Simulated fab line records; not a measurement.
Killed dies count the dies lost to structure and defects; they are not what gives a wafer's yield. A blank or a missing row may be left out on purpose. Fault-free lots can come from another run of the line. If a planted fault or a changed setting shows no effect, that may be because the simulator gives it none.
Struck lot and sound lot, side by side	flow n5Finfet	37 steps out of a route of 1938
Sound: the wafers L191.1, L191.3, L191.5. Wafers struck: L186.1, L186.3, L186.5. The cause is named last.
Per side, at each step with rows, come the tool, then ch with its chambers, and then its first start. Under that, the readings that differ: sound wafers	struck wafers	difference of the means	sigmas: that difference in standard deviations of wafers without a fault.
alike: readings whose means differ by less than 2 such deviations, and words and numbers that are the same on both sides. not compared: withheld readings, readings that some wafer has no value for, bounds like >300 that may hide the same value, and numbers for which the record gives no deviation and whose values overlap.
A row with sigmas, a row that says differs or no value, or rows on one side alone: a step with any of these is where the two part. When numbers do not overlap yet have no deviation, they are printed without sigmas and do not part them. A reading missing from all wafers of one side parts the sides only when that side holds two or more wafers.

first, 9 steps without rows for these wafers: N5_WELL_APT_COAT_02 (resist thk 950 nm); N5_WELL_APT_EBR_04; N5_WELL_APT_SOFTBAKE_03 (time 60 s); N5_WELL_APT_EXPOSE_05 (exposes mask NWELL, defocus 0 nm, target cd 200 nm); N5_WELL_APT_PEB_06 (peb time 90 s); N5_WELL_APT_DEVELOP_07 (develop time 45 s); N5_WELL_APT_HARDBAKE_12 (time 120 s); N5_WELL_APT_DESCUM_13 (chemistry O2, time 7.9 s); N5_WELL_APT_IMPLANT_14.
N5_WELL_APT_IMPLANT_15:
  sound on implanter-01 ch 0, day 7 08:12; struck on implanter-02 ch 0, day 6 02:22
reading	sound	struck	difference	sigmas
doseIonsCm2	1.4987e+13 1.5006e+13 1.5002e+13	1.1816e+13 1.1796e+13 1.181e+13	-3.1910e+12	-99 or more
faradayCurrentUA	191 199 192	148 151 142	-47	-12
  alike: beamEnergyKeV
then, 25 steps without rows for these wafers: N5_WELL_APT_STRIP_16 (strips in SPM, time 900 s); N5_WELL_APT_HMDS_18 (time 60 s); N5_WELL_APT_COAT_19 (resist thk 950 nm); N5_WELL_APT_EBR_21; N5_WELL_APT_SOFTBAKE_20 (time 60 s); N5_WELL_APT_EXPOSE_22 (exposes mask PWELL, defocus 0 nm, target cd 200 nm); N5_WELL_APT_PEB_23 (peb time 90 s); N5_WELL_APT_DEVELOP_24 (develop time 45 s); N5_WELL_APT_HARDBAKE_29 (time 120 s); N5_WELL_APT_DESCUM_30 (chemistry O2, time 7.9 s); N5_WELL_APT_IMPLANT_31; N5_WELL_APT_IMPLANT_32; N5_WELL_APT_STRIP_33 (strips in SPM, time 900 s); N5_WELL_APT_RTA_34 (time 10 s); N5_WELL_APT_OXIDE_STRIP_42 (strips SiO2 in dHF, time 45 s, target depth 12 nm); N5_WELL_APT_PRECLEAN_36 (cleans in O3/DIW, time 45 s); N5_WELL_APT_PRECLEAN_39 (cleans in dHF, time 60 s); N5_WELL_APT_SRD_37 (time 30 s); N5_WELL_APT_EPI_41 (deposits Si from SiH4/H2, target thk 50 nm, time 297.7 s); N5_PMOS_HMC_CHANNEL_EPI_HM_DEP_34 (deposits SiO2 from TEOS/O2, target thk 36 nm, time 6.9 s); N5_PMOS_HMC_CHANNEL_EPI_COAT_31 (time 60 s, resist thk 66 nm); N5_PMOS_HMC_CHANNEL_EPI_COAT_03 (resist thk 205 nm); N5_PMOS_HMC_CHANNEL_EPI_EBR_05; N5_PMOS_HMC_CHANNEL_EPI_SOFTBAKE_04 (time 60 s); N5_PMOS_HMC_CHANNEL_EPI_EXPOSE_06 (exposes mask PMOS HMC BLK, target cd 240 nm).
-- the record jumps here: 6 days lie between the struck wafers' starts before and after (it left off in module PMOS_HMC_CHANNEL_EPI and takes up again in module BEOL_M4, whose first step shown is number 1111 of the route) --
N5_BEOL_M4_RC_MEAS_101:
  sound on prober-01 ch 0, day 14 23:02; struck on prober-02 ch 0, day 12 13:20
  alike: CJ_P, DIBL_N, DIBL_P, IOFF_N, IOFF_P, ION_N, ION_P, SS_N, SS_P, VT_N, VT_P
then, 1 step without rows for these wafers: N5_PASSIVATION_PROBE_49.

## WHERE THEY PART
Only at N5_WELL_APT_IMPLANT_15, as far as this record shows. Later steps at which nothing parts them and some readings are alike: N5_BEOL_M4_RC_MEAS_101.

WHY: what had been put in by the simulator
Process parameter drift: implanter-02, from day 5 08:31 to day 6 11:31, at N5_WELL_APT_IMPLANT_15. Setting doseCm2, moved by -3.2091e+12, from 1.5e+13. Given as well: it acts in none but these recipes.
